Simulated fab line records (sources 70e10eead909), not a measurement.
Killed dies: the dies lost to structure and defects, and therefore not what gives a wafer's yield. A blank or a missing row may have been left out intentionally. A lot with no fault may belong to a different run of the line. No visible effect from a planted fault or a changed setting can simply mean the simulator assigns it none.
Which tool was responsible? :: flow nand-harc :: 13 lots with 39 wafers sampled at 5 steps, on a route of 1159 steps

== WHAT EACH GAUGE READ, for each wafer ==
NHARC_A_BONDPAD_THK_MEAS_20: measures by xrf. Usual: 170.1 nm for thk-nm, sd 1.7.
lot: L141
measured: day 18 03:57
on: film-metro-02
thk-nm (nm): 168.1 169.3 168.2
flag: 

lot: L142
measured: day 18 08:47
on: film-metro-01
thk-nm (nm): 169.5 169.4 166.7
flag: 

lot: L144
measured: day 18 09:14
on: film-metro-02
thk-nm (nm): 170.8 169.9 168.3
flag: 

lot: L143
measured: day 18 09:29
on: film-metro-02
thk-nm (nm): 169.5 168.5 166.4
flag: 

lot: L145
measured: day 18 21:17
on: film-metro-01
thk-nm (nm): 170.4 171.7 167.5
flag: 

lot: L148
measured: day 19 12:13
on: film-metro-02
thk-nm (nm): 168.8 171.8 171.4
flag: 

lot: L147
measured: day 20 07:55
on: film-metro-01
thk-nm (nm): 168.0 168.7 168.3
flag: 

lot: L153
measured: day 20 17:58
on: film-metro-02
thk-nm (nm): 169.9 172.6 166.2
flag: 

lot: L156
measured: day 21 22:51
on: film-metro-01
thk-nm (nm): 169.5 172.2 169.6
flag: 

lot: L157
measured: day 22 04:32
on: film-metro-01
thk-nm (nm): 169.8 170.8 171.9
flag: 

lot: L158
measured: day 22 05:02
on: film-metro-01
thk-nm (nm): 169.3 168.6 170.3
flag: 

lot: L161
measured: day 22 21:54
on: film-metro-01
thk-nm (nm): 173.2 172.0 172.7
flag: 

lot: L163
measured: day 24 04:23
on: film-metro-02
thk-nm (nm): 172.3 175.5 171.2
flag: 

NHARC_THIN_TSV_CD_MEAS_12: target cd 1000 nm. Usual: 1000.8 nm for cd-nm, sd 2.
lot: L141
measured: day 18 20:53
on: cd-sem-01
cd-nm (nm): 1001.9 1001.8 1001.3
flag: 

lot: L142
measured: day 19 02:00
on: cd-sem-02
cd-nm (nm): 996.0 999.1 999.7
flag: 

lot: L144
measured: day 19 00:36
on: cd-sem-01
cd-nm (nm): 999.9 998.8 1000.2
flag: 

lot: L143
measured: day 18 23:20
on: cd-sem-01
cd-nm (nm): 1001.9 1003.5 1000.5
flag: 

lot: L145
measured: day 19 13:03
on: cd-sem-01
cd-nm (nm): 997.8 998.7 999.4
flag: 

lot: L148
measured: day 20 00:59
on: cd-sem-03
cd-nm (nm): 1003.1 1000.9 1003.4
flag: 

lot: L147
measured: day 20 20:05
on: cd-sem-01
cd-nm (nm): 998.1 1000.9 1002.1
flag: 

lot: L153
measured: day 21 07:54
on: cd-sem-03
cd-nm (nm): 1000.0 995.0 995.8
flag: 

lot: L156
measured: day 22 13:44
on: cd-sem-02
cd-nm (nm): 998.5 999.4 998.7
flag: 

lot: L157
measured: day 22 15:03
on: cd-sem-01
cd-nm (nm): 1001.6 1003.1 1000.8
flag: 

lot: L158
measured: day 22 21:52
on: cd-sem-03
cd-nm (nm): 1001.0 1003.5 999.2
flag: 

lot: L161
measured: day 23 13:16
on: cd-sem-03
cd-nm (nm): 1003.9 1000.7 1005.1
flag: 

lot: L163
measured: day 24 18:23
on: cd-sem-02
cd-nm (nm): 1002.9 1002.2 1003.8
flag: 

NHARC_END_SORT_01. Usual: defect-limited-yield 95.3 %, standard deviation 1.6; killed-at-array 27, standard deviation 12; killed-at-other 0.8, standard deviation 1; killed-at-periphery 4.0, standard deviation 2.5; killed-dies 32, standard deviation 11; killed-open 3.3, standard deviation 1.8; killed-short 2.0, standard deviation 1.5; sort_bin_2_pct 1.5 %, standard deviation 0.59; sort_bin_3_pct 0.27 %, standard deviation 0.22; sort_bin_4_pct 3.0 %, standard deviation 1.1; sort-n-pass 645, standard deviation 11; sort-rim-yield-pct 95.6 %, standard deviation 2.7; sort-yield-pct 95.3 %, standard deviation 1.6.
lot: L153
measured: day 22 00:13
on: prober-02
defect-limited-yield (%): 85.5 79.9 83.9
killed-at-array: 96 131 107
killed-at-other: 0 1 0
killed-at-periphery: 2 4 2
killed-dies: 98 136 109
killed-open: 3 4 4
killed-short: 2 6 0
sort_bin_2_pct (%): 6.2 6.5 5.8
sort_bin_3_pct (%): 3.69 4.58 3.10
sort_bin_4_pct (%): 4.6 9.0 7.2
sort-n-pass: 579 541 568
sort-rim-yield-pct (%): 77.4 84.0 85.8
sort-yield-pct (%): 85.5 79.9 83.9
flag: OFF

lot: L157
measured: day 23 05:07
on: prober-02
defect-limited-yield (%): 96.6 96.2 97.6
killed-at-array: 17 13 12
killed-at-other: 1 1 0
killed-at-periphery: 5 12 4
killed-dies: 23 26 16
killed-open: 5 4 3
killed-short: 0 5 1
sort_bin_2_pct (%): 0.7 1.6 0.4
sort_bin_3_pct (%): 0.15 0.15 0.30
sort_bin_4_pct (%): 2.5 2.1 1.6
sort-n-pass: 654 651 661
sort-rim-yield-pct (%): 92.5 99.1 96.2
sort-yield-pct (%): 96.6 96.2 97.6
flag: 

== WHICH TOOL RAN EACH LOT (tool, then ch and the chambers of the sampled wafers, then the start) ==
lot: L141
NHARC_A_M0_PVD_21: pvd-sputter-03, day 17 17:50
NHARC_A_BONDPAD_ANNEAL_28: rtp-anneal-02 ch 0, day 18 03:20

lot: L142
NHARC_A_M0_PVD_21: pvd-sputter-01, day 17 22:22
NHARC_A_BONDPAD_ANNEAL_28: rtp-anneal-01 ch 0, day 18 08:11

lot: L144
NHARC_A_M0_PVD_21: pvd-sputter-03, day 17 22:58
NHARC_A_BONDPAD_ANNEAL_28: rtp-anneal-02 ch 0, day 18 08:35

lot: L143
NHARC_A_M0_PVD_21: pvd-sputter-02, day 17 23:30
NHARC_A_BONDPAD_ANNEAL_28: rtp-anneal-01 ch 0, day 18 08:59

lot: L145
NHARC_A_M0_PVD_21: pvd-sputter-01, day 18 10:59
NHARC_A_BONDPAD_ANNEAL_28: rtp-anneal-01 ch 0, day 18 20:40

lot: L148
NHARC_A_M0_PVD_21: pvd-sputter-01, day 19 02:13
NHARC_A_BONDPAD_ANNEAL_28: rtp-anneal-01 ch 0, day 19 11:37

lot: L147
NHARC_A_M0_PVD_21: pvd-sputter-03, day 19 21:32
NHARC_A_BONDPAD_ANNEAL_28: rtp-anneal-02 ch 0, day 20 07:18

lot: L153
NHARC_A_M0_PVD_21: pvd-sputter-01, day 20 08:10
NHARC_A_BONDPAD_ANNEAL_28: rtp-anneal-01 ch 0, day 20 17:18

lot: L156
NHARC_A_M0_PVD_21: pvd-sputter-03, day 21 12:40
NHARC_A_BONDPAD_ANNEAL_28: rtp-anneal-02 ch 0, day 21 22:17

lot: L157
NHARC_A_M0_PVD_21: pvd-sputter-02, day 21 18:44
NHARC_A_BONDPAD_ANNEAL_28: rtp-anneal-01 ch 0, day 22 03:52

lot: L158
NHARC_A_M0_PVD_21: pvd-sputter-03, day 21 18:55
NHARC_A_BONDPAD_ANNEAL_28: rtp-anneal-02 ch 0, day 22 04:22

lot: L161
NHARC_A_M0_PVD_21: pvd-sputter-03, day 22 10:51
NHARC_A_BONDPAD_ANNEAL_28: rtp-anneal-01 ch 0, day 22 21:17

lot: L163
NHARC_A_M0_PVD_21: pvd-sputter-03, day 23 18:06
NHARC_A_BONDPAD_ANNEAL_28: rtp-anneal-01 ch 0, day 24 03:43
- NHARC_A_M0_PVD_21: deposits Cu, target thk 30 nm, time 20.49 s.
- NHARC_A_BONDPAD_ANNEAL_28: time 90 s.

== AS READ BY THE TOOLS THEMSELVES (means over the sampled wafers that have a number; for cases with no such wafer, the mark the record gives instead) ==
NHARC_A_M0_PVD_21. Usual: 30.5 % for throttle-valve-pct, sd 1.1.
lot: L141
tool: pvd-sputter-03
throttle-valve-pct (%): 29.2
flag: 

lot: L142
tool: pvd-sputter-01
throttle-valve-pct (%): 31.0
flag: 

lot: L144
tool: pvd-sputter-03
throttle-valve-pct (%): 30.1
flag: 

lot: L143
tool: pvd-sputter-02
throttle-valve-pct (%): 29.4
flag: 

lot: L145
tool: pvd-sputter-01
throttle-valve-pct (%): 29.9
flag: 

lot: L148
tool: pvd-sputter-01
throttle-valve-pct (%): 30.6
flag: 

lot: L147
tool: pvd-sputter-03
throttle-valve-pct (%): 29.9
flag: 

lot: L153
tool: pvd-sputter-01
throttle-valve-pct (%): 30.5
flag: 

lot: L156
tool: pvd-sputter-03
throttle-valve-pct (%): 31.6
flag: 

lot: L157
tool: pvd-sputter-02
throttle-valve-pct (%): 29.4
flag: 

lot: L158
tool: pvd-sputter-03
throttle-valve-pct (%): 30.6
flag: 

lot: L161
tool: pvd-sputter-03
throttle-valve-pct (%): 30.8
flag: 

lot: L163
tool: pvd-sputter-03
throttle-valve-pct (%): 30.7
flag: 

NHARC_A_BONDPAD_ANNEAL_28. Usual: 226.05 for wafer_temp_C_max, sd 0.27.
lot: L141
tool: rtp-anneal-02
wafer_temp_C_max: 225.73
flag: 

lot: L142
tool: rtp-anneal-01
wafer_temp_C_max: 226.18
flag: 

lot: L144
tool: rtp-anneal-02
wafer_temp_C_max: 225.98
flag: 

lot: L143
tool: rtp-anneal-01
wafer_temp_C_max: 226.29
flag: 

lot: L145
tool: rtp-anneal-01
wafer_temp_C_max: 226.23
flag: 

lot: L148
tool: rtp-anneal-01
wafer_temp_C_max: 226.27
flag: 

lot: L147
tool: rtp-anneal-02
wafer_temp_C_max: 225.96
flag: 

lot: L153
tool: rtp-anneal-01
wafer_temp_C_max: 226.11
flag: 

lot: L156
tool: rtp-anneal-02
wafer_temp_C_max: 225.79
flag: 

lot: L157
tool: rtp-anneal-01
wafer_temp_C_max: 226.08
flag: 

lot: L158
tool: rtp-anneal-02
wafer_temp_C_max: 225.80
flag: 

lot: L161
tool: rtp-anneal-01
wafer_temp_C_max: 226.29
flag: 

lot: L163
tool: rtp-anneal-01
wafer_temp_C_max: 226.07
flag: 

== THE ANSWER, worked out from the rows above alone ==
Rule: take the mean of a lot's wafers that have a number; if it is more than 3 standard deviations from the usual mean, the lot is off. Also off: a lot with no number at a reading for which 4 or more lots have one. Where the step has rows for the other lots, those lots are counted as sound. Order of review: gauges by route order, followed by the tools' own readings, for which a lot's mean as printed above is used. At the first step where some lot is off, the reading lying furthest off is the one used; lots without a number count as furthest.
Off at NHARC_END_SORT_01 (sort_bin_3_pct): L153. Neither off nor sound, because the step has no rows for them: L141, L142, L144, L143, L145, L148, L147, L156, L158, L161, L163.
A tool fits if, at a process step before that reading, it ran every lot that is off, and no sound lot after the first of them. The gauges at NHARC_END_SORT_01 are tried like those tools. One fits: pvd-sputter-01 at NHARC_A_M0_PVD_21. It ran no sound lot before its first lot that is off in this sample, so the start can't be narrowed down.

== WHAT HAD BEEN PUT IN BY THE SIMULATOR ==
Chamber particle source: pvd-sputter-01, from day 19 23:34 on, at NHARC_A_M0_PVD_21. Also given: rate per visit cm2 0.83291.
Struck lots among those shown: L153. The rule given above showed the same thing.
